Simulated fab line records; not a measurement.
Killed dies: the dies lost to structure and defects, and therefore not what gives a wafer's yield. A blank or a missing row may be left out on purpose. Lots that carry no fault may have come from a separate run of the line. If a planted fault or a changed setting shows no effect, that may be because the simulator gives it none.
Split-lot study / flow n5Finfet / 7 lots, 21 wafers read, on a route of 1938 steps

ABOUT THE SPLIT
At N5_PASSIVATION_ETCH_54 (etches SiO2 in CHF3/O2, target depth 880 nm, time 440 s), the setting timeS was moved away from the recipe's 440 s on 7 of the 21 wafers read, by -15.7% to +11.8%. This setting was run at the recipe's value on the other wafers.

Reading taken at the split's own step.

THE READING
etch.depthNm (the simulator's own value, which no gauge read), in nm, at N5_PASSIVATION_ETCH_54 (etches SiO2 in CHF3/O2, target depth 880 nm, time 440 s). The file does not state a usual value for it. The 14 wafers here that ran the recipe average 879.3 nm, standard deviation 19 nm.

wafer=L074.2; tool, chamber at the split=rieDiel-03, 2; timeS as run, s=440; against the recipe=recipe; etch.depthNm, nm=918; against lot-mates on the recipe=-
wafer=L074.3; tool, chamber at the split=rieDiel-03, 3; timeS as run, s=370.7; against the recipe=-15.7%; etch.depthNm, nm=713.5; against lot-mates on the recipe=-182.4
wafer=L074.4; tool, chamber at the split=rieDiel-03, 0; timeS as run, s=440; against the recipe=recipe; etch.depthNm, nm=873.8; against lot-mates on the recipe=-
wafer=L085.2; tool, chamber at the split=rieDiel-05, 1; timeS as run, s=404.9; against the recipe=-8.0%; etch.depthNm, nm=794.3; against lot-mates on the recipe=-84.9
wafer=L085.3; tool, chamber at the split=rieDiel-05, 3; timeS as run, s=440; against the recipe=recipe; etch.depthNm, nm=879.2; against lot-mates on the recipe=-
wafer=L085.4; tool, chamber at the split=rieDiel-05, 0; timeS as run, s=404.9; against the recipe=-8.0%; etch.depthNm, nm=795.2; against lot-mates on the recipe=-84.0
wafer=L088.3; tool, chamber at the split=rieDiel-01, 1; timeS as run, s=440; against the recipe=recipe; etch.depthNm, nm=904; against lot-mates on the recipe=-
wafer=L088.4; tool, chamber at the split=rieDiel-01, 0; timeS as run, s=440; against the recipe=recipe; etch.depthNm, nm=857; against lot-mates on the recipe=-
wafer=L088.5; tool, chamber at the split=rieDiel-01, 3; timeS as run, s=440; against the recipe=recipe; etch.depthNm, nm=852; against lot-mates on the recipe=-
wafer=L086.1; tool, chamber at the split=rieDiel-03, 2; timeS as run, s=440; against the recipe=recipe; etch.depthNm, nm=895.3; against lot-mates on the recipe=-
wafer=L086.4; tool, chamber at the split=rieDiel-03, 1; timeS as run, s=440; against the recipe=recipe; etch.depthNm, nm=891.6; against lot-mates on the recipe=-
wafer=L086.6; tool, chamber at the split=rieDiel-03, 3; timeS as run, s=440; against the recipe=recipe; etch.depthNm, nm=843.4; against lot-mates on the recipe=-
wafer=L091.1; tool, chamber at the split=rieDiel-05, 1; timeS as run, s=440; against the recipe=recipe; etch.depthNm, nm=869.7; against lot-mates on the recipe=-
wafer=L091.4; tool, chamber at the split=rieDiel-05, 3; timeS as run, s=440; against the recipe=recipe; etch.depthNm, nm=881.4; against lot-mates on the recipe=-
wafer=L091.5; tool, chamber at the split=rieDiel-05, 0; timeS as run, s=440; against the recipe=recipe; etch.depthNm, nm=874.3; against lot-mates on the recipe=-
wafer=L092.3; tool, chamber at the split=rieDiel-03, 3; timeS as run, s=397.9; against the recipe=-9.6%; etch.depthNm, nm=750.2; against lot-mates on the recipe=-132.5
wafer=L092.5; tool, chamber at the split=rieDiel-03, 1; timeS as run, s=397.9; against the recipe=-9.6%; etch.depthNm, nm=797.9; against lot-mates on the recipe=-84.8
wafer=L092.6; tool, chamber at the split=rieDiel-03, 2; timeS as run, s=440; against the recipe=recipe; etch.depthNm, nm=882.7; against lot-mates on the recipe=-
wafer=L095.2; tool, chamber at the split=rieDiel-01, 2; timeS as run, s=440; against the recipe=recipe; etch.depthNm, nm=887.7; against lot-mates on the recipe=-
wafer=L095.3; tool, chamber at the split=rieDiel-01, 1; timeS as run, s=492.1; against the recipe=+11.8%; etch.depthNm, nm=1013; against lot-mates on the recipe=+125.3
wafer=L095.5; tool, chamber at the split=rieDiel-01, 2; timeS as run, s=492.1; against the recipe=+11.8%; etch.depthNm, nm=994.1; against lot-mates on the recipe=+106.4

FIT RESULTS
A straight line over all 21 wafers: etch.depthNm changes by +10.6 nm for each +1% of timeS; r = +0.97; the points scatter about the line by 19 nm.
The same after taking each lot's own level away (the mean of its wafers on the recipe; 21 wafers): +10.7 nm for each +1%; r = +0.97; scatter 18 nm.
That fit puts the effect of the largest move of timeS on the reading at 1.7e+02 nm.
The lots' own levels span 871.00 to 895.90 nm, that is 1.3 times the standard deviation above.
Hence the lot-to-lot level has little effect on the slope; both slopes agree.
Check: -166 nm against its lot-mates is what the line predicts for one of the wafers moved furthest among these (-15.7%) when that wafer is left out of the fit. Against them it came out at -182 nm.

ADDITIONAL SPLITS CARRIED BY THESE WAFERS
Note: prior to the reading, these wafers also went through further splits. Each is held against what the fit with the lots' levels taken away leaves over:
other split on the same wafers=N5_BEOL_M13_DESCUM_33 timeS; wafers away from the commonest value=8; r with etch.depthNm (lot level and that fit taken away)=+0.04
other split on the same wafers=N5_BEOL_M15_COAT_22 spinRpm; wafers away from the commonest value=11; r with etch.depthNm (lot level and that fit taken away)=-0.13
other split on the same wafers=N5_PASSIVATION_EXPOSE_07 doseMj; wafers away from the commonest value=6; r with etch.depthNm (lot level and that fit taken away)=-0.31

THE WHOLE CHAIN: every reading that the file lists as answering this split, in the file's order
step=N5_PASSIVATION_ETCH_54; what it does=etches SiO2 in CHF3/O2, target depth 880 nm, time 440 s; reading=PASSIVATION.featureDepthNm (the simulator's own value, which no gauge read); change (the file's fit)=+11 nm for each +1% of the setting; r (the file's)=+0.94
step=N5_PASSIVATION_ETCH_54; what it does=etches SiO2 in CHF3/O2, target depth 880 nm, time 440 s; reading=etch.depthNm (the simulator's own value, which no gauge read); change (the file's fit)=+11 nm for each +1% of the setting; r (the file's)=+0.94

FILE'S OWN FIT
etch.depthNm changes by +11 nm for each +1% of timeS, r = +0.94.
